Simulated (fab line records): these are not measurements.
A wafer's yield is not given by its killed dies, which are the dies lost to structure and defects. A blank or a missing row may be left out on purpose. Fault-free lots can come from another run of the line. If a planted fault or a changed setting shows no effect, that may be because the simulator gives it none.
fab line records	flow nand_harc	part 1 of 2: steps 1 to 4 of 6
[record] lots = 21	wafers = 63	last_day = 34
route steps=1302 shown A_STAIRCASE@701
lots that met no fault: taken from a fault-free run of the same line
start_h: hours from the record's opening day to when the first of the lot's shown wafers began	wait_h: hours elapsed since this lot's preceding step	" repeats the value in the row above	L1.1+2: a single row standing in for several wafers	- no value, or no start was given	* or withheld: withheld	< > ~ a bound
route shown NAME@n: names a module that has steps shown in the file, with the first one's number in the route	usual: mean and standard deviation over wafers with no fault	same: alike in all rows	chamber/n: place in a boat	sites: each site's reading	_std_site: the standard deviation of these	_edge_site: mean of outer sites minus mean of inner sites	radius_mm: how far each site lies from the wafer's centre	mask NAME#n: copy n	behind: the last tool/chamber to shape the wafer	hold: cause of the lot's hold/its duration in hours/its outcome	device: whichever transistor did not switch (one of n, p or np)	end of line: the tests these same wafers got at the end of their route	for a step that has no rows: nothing shown but its recipe	killed: count of dies lost to structure and defects at first sort (not the wafer's yield)	map: per-die view of a wafer (x killed, . not killed, _ where there is no die)
set.NAME: the setting as run; set.NAME@STEP: as run at that earlier step	model.NAME: the simulator's own value behind a step, which no gauge read
steps of the route over a sample of lots; a table a step, a row a wafer
services: a tool's chamber out of use, with start hour (start_h, from the record's first day; less than 0 if before it), hours out, and reason
[[steps]]
[step NHARC_A_STAIRCASE_TRIM_187]
[recipe] time_s = 211.2	o2_flow_sccm = 500	ar_flow_sccm = 0	bias_w = 0	chemistry = O2
[usual] drypump_motor_current_A = 5.6/0.5	mfc_ar_sccm = 0.006/0.0087	oes_product_au = 1.001/0.0075	rf_vpp_V = 57.8/0.81	showerhead_plenum_p_Torr = 3.55/0.13	throttle_valve_pct = 17.037/0.0095
lot.wafer	tool	chamber	start_h	wait_h	drypump_motor_current_A	mfc_ar_sccm	oes_product_au	rf_hours_counter_h	rf_vpp_V	showerhead_plenum_p_Torr	throttle_valve_pct
L074.1	rie_diel-09	1	362.81	0.1	5.6	0.013	1.010	11	57.8	3.55	17.027
L074.3	"	3	"	"	6.4	0	1.010	11	57.6	3.66	17.034
L074.5	"	1	"	"	5.6	0.013	0.998	-	56.9	3.55	17.023
L075.2	rie_diel-09	0	375.22	0.1	5.8	0	0.988	15	57.7	3.42	17.029
L075.1	"	2	"	"	4.9	0.006	1.002	16	57.4	3.60	17.020
L075.4	"	2	"	"	4.9	0.006	0.997	-	58.0	3.60	17.058
L077.1	rie_diel-09	1	380.36	0.1	5.6	0.013	0.996	18	57.6	3.55	17.033
L077.5	"	1	"	"	5.6	0.013	1.004	-	56.7	3.55	17.026
L077.6	"	0	"	"	5.8	0	1.008	-	56.9	3.42	17.038
L076.4	rie_diel-04	3	395.06	0.1	5.9	0	1.002	10	57.5	3.80	17.046
L076.1	"	1	"	"	4.9	0	0.994	8	58.5	3.77	17.025
L076.5	"	3	"	"	5.9	0	0.995	-	58.3	3.80	17.029
L078.3	rie_diel-09	3	407.13	0.1	6.4	0	1.003	19	57.9	3.65	17.040
L078.6	"	2	"	"	4.9	0.006	0.999	-	58.1	3.59	17.036
L078.5	"	3	"	"	6.5	0	0.995	-	57.9	3.65	17.035
L079.1	rie_diel-09	0	407.33	0.1	5.8	0	0.989	27	56.9	3.42	17.018
L079.2	"	1	"	"	5.6	0.013	1.004	27	56.3	3.55	17.031
L079.6	"	0	"	"	5.8	0	0.996	-	58.3	3.42	17.040
L080.3	rie_diel-08	0	409.50	0.1	5.4	0	0.981	11	58.9	3.36	17.039
L080.5	"	2	"	"	5.3	0.016	1.004	-	58.8	3.37	17.061
L080.6	"	3	"	"	5.2	0	0.992	-	57.6	3.53	17.039
L081.3	rie_diel-08	3	411.28	0.1	5.2	0	0.995	10	58.1	3.53	17.036
L081.4	"	0	"	"	5.4	0	0.993	11	57.5	3.36	17.051
L081.5	"	0	"	"	5.4	0	0.993	-	57.7	3.36	17.027
L082.2	rie_diel-04	3	446.20	0.1	5.9	0	1.006	25	57.7	3.79	17.046
L082.1	"	0	"	"	5.7	0.029	1.019	23	56.5	3.43	17.024
L082.3	"	2	"	"	5.6	0	1.008	24	57.0	3.48	17.042
L083.1	rie_diel-09	2	450.05	0.1	4.9	0.006	1.004	40	57.1	3.58	17.036
L083.5	"	3	"	"	6.5	0	1.003	-	57.7	3.65	17.043
L083.6	"	0	"	"	5.8	0	1.001	-	57.9	3.41	17.063
L084.4	rie_diel-04	0	456.24	0.1	5.7	0.029	1.012	26	57.6	3.42	17.042
L084.3	"	1	"	"	4.9	0	0.999	26	60.4	3.76	17.031
L084.6	"	1	"	"	4.8	0	1.001	-	58.9	3.76	17.032
L086.2	rie_diel-09	2	493.84	0.1	4.9	0.006	1.003	55	58.4	3.58	17.052
L086.1	"	3	"	"	6.5	0	1.004	52	58.4	3.64	17.014
L086.4	"	1	"	"	5.6	0.013	1.002	54	57.9	3.53	17.040
L087.1	rie_diel-09	3	510.12	0.1	6.5	0	1.001	0	57.7	3.64	17.031
L087.5	"	3	"	"	6.5	0	1.000	-	58.8	3.63	17.032
L087.6	"	0	"	"	5.8	0	0.984	-	58.3	3.40	17.032
L090.4	rie_diel-04	3	518.66	0.1	5.9	0	0.995	48	59.2	3.78	17.046
L090.2	"	0	"	"	5.7	0.029	1.012	48	58.3	3.41	17.022
L090.6	"	3	"	"	5.9	0	1.002	-	56.7	3.78	17.054
L091.4	rie_diel-09	3	534.08	0.1	6.5	0	1.004	11	58.6	3.63	17.026
L091.1	"	0	"	"	5.8	0	0.992	10	58.0	3.40	17.029
L091.2	"	1	"	"	5.6	0.013	0.992	10	57.4	3.52	17.055
L092.3	rie_diel-09	0	539.71	0.1	5.8	0	1.004	12	57.8	3.39	17.028
L092.4	"	2	"	"	4.9	0.006	1.017	13	58.0	3.57	17.020
L092.5	"	0	"	"	5.8	0	1.012	-	56.7	3.39	17.034
L093.2	rie_diel-04	2	548.33	0.1	5.5	0	1.005	1	57.9	3.46	17.042
L093.3	"	3	"	"	5.9	0	1.007	1	58.0	3.78	17.032
L093.5	"	3	"	"	5.9	0	1.018	-	58.7	3.78	17.029
L094.2	rie_diel-09	2	548.91	0.1	4.9	0.006	1.013	17	59.5	3.57	17.033
L094.4	"	0	"	"	5.8	0	0.999	16	58.0	3.39	17.042
L094.3	"	1	"	"	5.5	0.013	1.001	16	57.1	3.52	17.041
L095.2	rie_diel-09	1	570.75	0.1	5.6	0.013	0.989	22	57.8	3.52	17.033
L095.3	"	2	"	"	4.9	0.006	1.010	22	57.7	3.56	17.042
L095.1	"	0	"	"	5.8	0	0.996	22	56.9	3.39	17.043
L096.1	rie_diel-04	1	588.25	0.1	4.8	0	0.999	19	58.6	3.73	17.043
L096.2	"	2	"	"	5.6	0	1.000	14	57.2	3.45	17.042
L096.5	"	0	"	"	5.7	0.029	1.006	-	57.8	3.40	17.047
L097.2	rie_diel-09	0	602.62	0.1	5.8	0	1.005	32	55.8	3.38	17.034
L097.4	"	1	"	"	5.6	0.013	1.003	31	56.6	3.51	17.028
L097.6	"	0	"	"	5.8	0	0.995	-	57.7	3.38	17.035
[step NHARC_A_STAIRCASE_TRIM_193]
[recipe] time_s = 211.2	o2_flow_sccm = 500	ar_flow_sccm = 0	bias_w = 0	chemistry = O2
[usual] drypump_motor_current_A = 5.6/0.49	mfc_ar_sccm = 0.005/0.0081	oes_product_au = 1.000/0.0065	rf_vpp_V = 57.9/0.84	showerhead_plenum_p_Torr = 3.55/0.13	throttle_valve_pct = 17.036/0.0096
lot.wafer	tool	chamber	start_h	wait_h	drypump_motor_current_A	mfc_ar_sccm	oes_product_au	rf_hours_counter_h	rf_vpp_V	showerhead_plenum_p_Torr	throttle_valve_pct
L074.3	rie_diel-09	3	-	-	6.5	0	1.005	11	57.6	3.66	17.032
L074.1	"	1	"	"	5.6	0.013	1.003	11	58.7	3.55	17.048
L074.5	"	0	"	"	5.8	0	1.003	-	57.8	3.43	17.013
L075.2	rie_diel-09	0	-	-	5.8	0	1.000	15	57.2	3.42	17.045
L075.1	"	2	"	"	4.9	0.006	0.998	17	58.3	3.60	17.023
L075.4	"	2	"	"	4.9	0.006	1.008	-	59.4	3.60	17.038
L077.1	rie_diel-09	1	-	-	5.6	0.013	1.004	19	56.0	3.55	17.045
L077.6	"	0	"	"	5.8	0	0.995	-	57.8	3.42	17.060
L077.5	"	1	"	"	5.6	0.013	0.999	-	57.0	3.55	17.028
L076.1	rie_diel-04	3	-	-	5.9	0	0.987	11	58.9	3.80	17.054
L076.4	"	1	"	"	4.9	0	0.994	8	58.4	3.77	17.051
L076.5	"	3	"	"	5.9	0	0.994	-	59.1	3.80	17.028
L078.3	rie_diel-09	1	-	-	5.6	0.013	0.988	27	58.3	3.55	17.038
L078.6	"	3	"	"	6.4	0	1.005	-	59.1	3.65	17.041
L078.5	"	0	"	"	5.8	0	0.998	-	57.1	3.42	17.045
L079.2	rie_diel-09	3	-	-	6.4	0	1.023	20	57.5	3.65	17.037
L079.1	"	1	"	"	5.6	0.013	1.008	27	59.6	3.55	17.036
L079.6	"	0	"	"	5.8	0	1.005	-	57.0	3.42	17.039
L080.3	rie_diel-08	3	-	-	5.2	0	1.005	10	56.9	3.53	17.027
L080.5	"	2	"	"	5.3	0.016	0.999	-	56.9	3.37	17.048
L080.6	"	3	"	"	5.2	0	0.996	-	57.5	3.53	17.058
L081.3	rie_diel-08	1	-	-	6.0	0	1.003	14	58.9	3.80	17.037
L081.4	"	2	"	"	5.2	0.016	0.997	13	57.4	3.37	17.046
L081.5	"	0	"	"	5.4	0	0.993	-	57.6	3.36	17.031
L082.2	rie_diel-04	3	-	-	5.9	0	0.993	25	58.3	3.79	17.022
L082.1	"	0	"	"	5.7	0.029	1.017	24	56.5	3.42	17.038
L082.3	"	1	"	"	4.9	0	1.004	23	59.3	3.76	17.034
L083.1	rie_diel-09	3	-	-	6.5	0	1.010	33	57.6	3.65	17.040
L083.5	"	1	"	"	5.5	0.013	0.991	-	58.0	3.54	17.034
L083.6	"	2	"	"	4.9	0.006	0.998	-	59.1	3.58	17.023
L084.3	rie_diel-04	3	-	-	5.9	0	0.994	29	58.5	3.79	17.040
L084.4	"	1	"	"	4.9	0	0.995	26	59.4	3.76	17.035
L084.6	"	3	"	"	5.9	0	1.001	-	58.1	3.79	17.037
L086.2	rie_diel-09	3	-	-	6.4	0	0.997	52	57.5	3.64	17.044
L086.4	"	1	"	"	5.6	0.013	1.001	55	58.8	3.53	17.023
L086.1	"	2	"	"	4.9	0.006	1.002	56	56.3	3.58	17.044
L087.1	rie_diel-09	0	-	-	5.8	0	0.998	1	57.9	3.40	17.031
L087.6	"	1	"	"	5.6	0.013	0.983	-	59.3	3.53	17.037
L087.5	"	2	"	"	4.9	0.006	1.010	-	58.1	3.57	17.032
L090.2	rie_diel-04	2	-	-	5.6	0	1.003	47	58.5	3.46	17.043
L090.4	"	1	"	"	4.8	0	0.995	47	57.9	3.75	17.048
L090.6	"	3	"	"	5.9	0	1.008	-	57.7	3.78	17.054
L091.2	rie_diel-09	2	-	-	4.9	0.006	1.007	12	57.7	3.57	17.031
L091.4	"	0	"	"	5.8	0	1.002	10	58.3	3.40	17.044
L091.1	"	1	"	"	5.6	0.013	1.001	11	56.8	3.52	17.030
L092.3	rie_diel-09	2	-	-	4.9	0.006	1.000	13	57.7	3.57	17.023
L092.4	"	0	"	"	5.8	0	0.994	12	56.9	3.39	17.042
L092.5	"	3	"	"	6.5	0	0.995	-	58.7	3.63	17.026
L093.3	rie_diel-04	3	-	-	5.9	0	1.009	1	58.5	3.78	17.036
L093.2	"	1	"	"	4.9	0	0.996	2	57.4	3.74	17.027
L093.5	"	3	"	"	5.9	0	1.001	-	57.9	3.78	17.046
L094.3	rie_diel-09	0	-	-	5.8	0	0.998	16	56.8	3.39	17.059
L094.2	"	1	"	"	5.6	0.013	0.997	16	57.1	3.52	17.031
L094.4	"	3	"	"	6.5	0	1.002	17	57.8	3.63	17.029
L095.3	rie_diel-09	3	-	-	6.5	0	1.002	23	57.0	3.62	17.055
L095.2	"	0	"	"	5.8	0	0.996	22	57.4	3.39	17.045
L095.1	"	1	"	"	5.6	0.013	0.993	22	58.2	3.52	17.028
L096.1	rie_diel-04	1	-	-	4.9	0	1.000	19	59.1	3.73	17.043
L096.2	"	0	"	"	5.7	0.029	1.002	21	57.9	3.40	17.032
L096.5	"	2	"	"	5.6	0	1.002	-	58.4	3.45	17.033
L097.4	rie_diel-09	1	-	-	5.6	0.013	0.994	31	58.5	3.51	17.028
L097.2	"	2	"	"	4.9	0.006	1.003	30	58.5	3.56	17.034
L097.6	"	3	"	"	6.5	0	1.005	-	57.9	3.62	17.040
[step NHARC_A_STAIRCASE_STRIP_205]
[recipe] power_w = 1500	temp_c = 250	chemistry = O2
[usual] drypump_motor_current_A = 5.8/0.34	heater_power_w = 349/38
lot.wafer	tool	chamber	start_h	wait_h	drypump_motor_current_A	heater_power_w	rf_hours_counter_h
L074.1	plasma_asher-01	1	365.14	0.1	6.3	299	3
L074.3	"	1	"	"	6.3	296	-
L074.5	"	0	"	"	5.4	346	-
L075.1	plasma_asher-01	1	377.45	0.1	6.4	295	4
L075.2	"	0	"	"	5.4	357	4
L075.4	"	1	"	"	6.3	297	-
L077.1	plasma_asher-02	0	382.82	0.1	5.7	368	24
L077.5	"	1	"	"	5.8	413	-
L077.6	"	0	"	"	5.7	361	-
L076.1	plasma_asher-02	1	397.18	0.1	5.8	418	28
L076.4	"	1	"	"	5.8	416	-
L076.5	"	0	"	"	5.7	355	-
L078.3	plasma_asher-01	1	409.44	0.2	6.4	302	-
L078.6	"	1	"	"	6.3	295	-
L078.5	"	0	"	"	5.4	342	-
L079.2	plasma_asher-02	0	409.51	0.1	5.7	356	31
L079.1	"	1	"	"	5.8	409	31
L079.6	"	0	"	"	5.7	357	-
L080.3	plasma_asher-02	1	412.06	0.2	5.8	405	-
L080.5	"	1	"	"	5.8	414	-
L080.6	"	0	"	"	5.6	360	-
L081.4	plasma_asher-01	1	414.42	0.2	6.3	293	-
L081.3	"	0	"	"	5.4	348	-
L081.5	"	0	"	"	5.4	333	-
L082.1	plasma_asher-02	0	448.60	0.2	5.7	342	3
L082.2	"	1	"	"	5.8	394	3
L082.3	"	1	"	"	5.8	405	-
L083.1	plasma_asher-01	0	452.15	0.1	5.4	339	20
L083.6	"	1	"	"	6.4	304	-
L083.5	"	0	"	"	5.4	337	-
L084.4	plasma_asher-02	0	458.47	0.2	5.7	333	-
L084.3	"	1	"	"	5.8	404	-
L084.6	"	0	"	"	5.7	327	-
L086.2	plasma_asher-02	1	495.94	0.1	5.8	405	11
L086.1	"	0	"	"	5.7	350	11
L086.4	"	1	"	"	5.8	391	-
L087.1	plasma_asher-01	1	512.48	0.4	6.3	300	31
L087.5	"	1	"	"	6.3	300	-
L087.6	"	0	"	"	5.4	339	-
L090.2	plasma_asher-02	0	520.81	0.1	5.7	345	18
L090.4	"	0	"	"	5.7	340	-
L090.6	"	1	"	"	5.8	396	-
L091.1	plasma_asher-01	1	536.21	0.1	6.4	304	1
L091.2	"	0	"	"	5.4	346	1
L091.4	"	0	"	"	5.4	352	-
L092.3	plasma_asher-01	1	542.35	0.2	6.3	302	-
L092.4	"	0	"	"	5.4	348	-
L092.5	"	0	"	"	5.4	354	-
L093.2	plasma_asher-01	1	550.46	0.1	6.3	306	5
L093.3	"	1	"	"	6.3	300	-
L093.5	"	1	"	"	6.3	298	-
L094.2	plasma_asher-02	1	551.05	0.1	5.8	408	26
L094.4	"	0	"	"	5.6	341	-
L094.3	"	1	"	"	5.8	407	-
L095.2	plasma_asher-01	1	573.01	0.1	6.3	303	9
L095.1	"	0	"	"	5.4	343	9
L095.3	"	1	"	"	6.3	297	-
L096.2	plasma_asher-02	1	590.32	0.1	5.8	395	33
L096.1	"	0	"	"	5.7	341	33
L096.5	"	1	"	"	5.8	398	-
L097.2	plasma_asher-01	0	604.75	0.1	5.4	346	13
L097.4	"	1	"	"	6.3	307	-
L097.6	"	0	"	"	5.4	354	-
[step NHARC_A_STAIRCASE_TRIM_220]
[recipe] time_s = 211.2	o2_flow_sccm = 500	ar_flow_sccm = 0	bias_w = 0	chemistry = O2
[usual] drypump_motor_current_A = 5.5/0.45	mfc_ar_sccm = 0.006/0.0096	oes_product_au = 1.003/0.0079	rf_vpp_V = 57.9/0.95	showerhead_plenum_p_Torr = 3.56/0.15	throttle_valve_pct = 17.037/0.0088
lot.wafer	tool	chamber	start_h	wait_h	drypump_motor_current_A	mfc_ar_sccm	oes_product_au	rf_hours_counter_h	rf_vpp_V	showerhead_plenum_p_Torr	throttle_valve_pct
L074.1	rie_diel-04	0	366.56	0.1	5.7	0.029	1.014	0	56.9	3.44	17.027
L074.3	"	3	"	"	5.9	0	0.997	0	59.1	3.81	17.028
L074.5	"	1	"	"	4.9	0	1.012	-	57.0	3.77	17.053
L075.1	rie_diel-09	1	379.08	0.1	5.6	0.013	1.000	18	57.3	3.55	17.047
L075.2	"	2	"	"	4.9	0.006	1.006	18	58.4	3.60	17.029
L075.4	"	0	"	"	5.8	0	1.000	-	58.7	3.42	17.022
L077.1	rie_diel-09	1	384.27	0.1	5.6	0.013	1.004	19	58.9	3.55	17.028
L077.6	"	1	"	"	5.6	0.013	1.000	-	58.9	3.55	17.039
L077.5	"	0	"	"	5.8	0	1.007	-	58.9	3.42	17.038
L076.4	rie_diel-04	1	398.98	0.1	4.8	0	1.001	9	60.4	3.77	17.024
L076.1	"	3	"	"	5.9	0	1.002	12	57.6	3.80	17.041
L076.5	"	0	"	"	5.7	0.029	1.010	-	56.8	3.43	17.042
L078.3	rie_diel-08	0	410.95	0.1	5.4	0	1.002	11	57.8	3.36	17.050
L078.5	"	0	"	"	5.4	0	1.000	-	57.0	3.36	17.037
L078.6	"	1	"	"	6.0	0	1.004	-	57.8	3.80	17.038
L079.1	rie_diel-08	1	411.36	0.2	6.0	0	0.993	13	58.0	3.80	17.033
L079.2	"	0	"	"	5.4	0	0.996	11	58.7	3.36	17.041
L079.6	"	1	"	"	6.1	0	0.995	-	57.9	3.80	17.032
L080.3	rie_diel-09	1	413.65	0.1	5.6	0.013	1.005	32	57.7	3.54	17.026
L080.5	"	1	"	"	5.6	0.013	1.004	-	58.8	3.54	17.034
L080.6	"	2	"	"	4.9	0.006	0.988	-	58.6	3.59	17.046
L081.3	rie_diel-09	2	415.94	0.1	4.9	0.006	1.001	31	57.8	3.59	17.033
L081.4	"	0	"	"	5.8	0	0.988	33	56.5	3.41	17.042
L081.5	"	1	"	"	5.6	0.013	0.985	-	58.0	3.54	17.035
L082.2	rie_diel-04	3	450.07	0.1	5.9	0	1.001	26	59.0	3.79	17.030
L082.3	"	0	"	"	5.7	0.029	1.012	25	58.1	3.42	17.046
L082.1	"	2	"	"	5.5	0	0.996	26	56.9	3.47	17.030
L083.1	rie_diel-09	1	453.73	0.1	5.6	0.013	1.004	43	58.1	3.54	17.026
L083.6	"	3	"	"	6.4	0	1.004	-	57.2	3.65	17.038
L083.5	"	0	"	"	5.8	0	1.010	-	57.4	3.41	17.036
L084.4	rie_diel-04	2	459.98	0.1	5.6	0	0.997	29	56.7	3.47	17.036
L084.3	"	1	"	"	4.8	0	1.005	28	58.5	3.76	17.032
L084.6	"	3	"	"	5.9	0	1.009	-	57.4	3.79	17.033
L086.4	rie_diel-04	1	497.58	0.1	4.8	0	1.005	37	58.7	3.75	17.037
L086.1	"	2	"	"	5.6	0	1.007	39	58.6	3.47	17.029
L086.2	"	3	"	"	5.9	0	0.999	40	57.6	3.79	17.032
L087.1	rie_diel-09	2	514.13	0.1	4.9	0.006	1.002	2	58.7	3.57	17.029
L087.5	"	2	"	"	4.9	0.006	0.997	-	59.1	3.57	17.036
L087.6	"	3	"	"	6.5	0	1.001	-	58.5	3.63	17.041
L090.2	rie_diel-04	0	522.24	0.1	5.7	0.029	1.003	49	58.3	3.41	17.041
L090.4	"	3	"	"	5.9	0	0.992	49	58.5	3.78	17.047
L090.6	"	1	"	"	4.8	0	1.002	-	57.2	3.75	17.022
L091.4	rie_diel-08	1	537.82	0.1	6.0	0	0.995	55	59.1	3.78	17.048
L091.1	"	3	"	"	5.2	0	1.000	51	57.2	3.51	17.057
L091.2	"	0	"	"	5.4	0	0.985	50	57.5	3.34	17.037
L092.3	rie_diel-09	0	543.86	0.1	5.8	0	1.002	13	56.9	3.39	17.028
L092.4	"	3	"	"	6.5	0	1.005	14	57.7	3.63	17.045
L092.5	"	1	"	"	5.6	0.013	1.002	-	57.4	3.52	17.036
L093.3	rie_diel-09	1	551.91	0.1	5.6	0.013	1.005	17	57.4	3.52	17.043
L093.2	"	2	"	"	4.9	0.006	1.015	18	56.2	3.57	17.050
L093.5	"	2	"	"	4.9	0.006	1.009	-	57.7	3.57	17.028
L094.4	rie_diel-04	2	552.60	0.1	5.6	0	1.007	3	58.1	3.46	17.038
L094.2	"	3	"	"	5.9	0	1.013	3	59.7	3.77	17.035
L094.3	"	0	"	"	5.7	0.029	1.017	4	57.2	3.40	17.048
L095.3	rie_diel-04	3	574.48	0.1	5.9	0	1.012	9	57.7	3.77	17.032
L095.1	"	0	"	"	5.7	0.029	1.023	11	58.3	3.40	17.040
L095.2	"	2	"	"	5.6	0	0.997	9	56.5	3.46	17.036
L096.2	rie_diel-08	3	592.02	0.1	5.2	0	1.000	11	57.2	3.50	17.050
L096.1	"	0	"	"	5.4	0	0.989	9	57.7	3.33	17.047
L096.5	"	3	"	"	5.2	0	0.995	-	58.0	3.50	17.055
L097.4	rie_diel-04	1	606.36	0.1	4.8	0	0.999	24	57.4	3.73	17.037
L097.2	"	2	"	"	5.6	0	0.995	19	57.3	3.45	17.033
L097.6	"	0	"	"	5.7	0.029	1.016	-	55.4	3.39	17.030
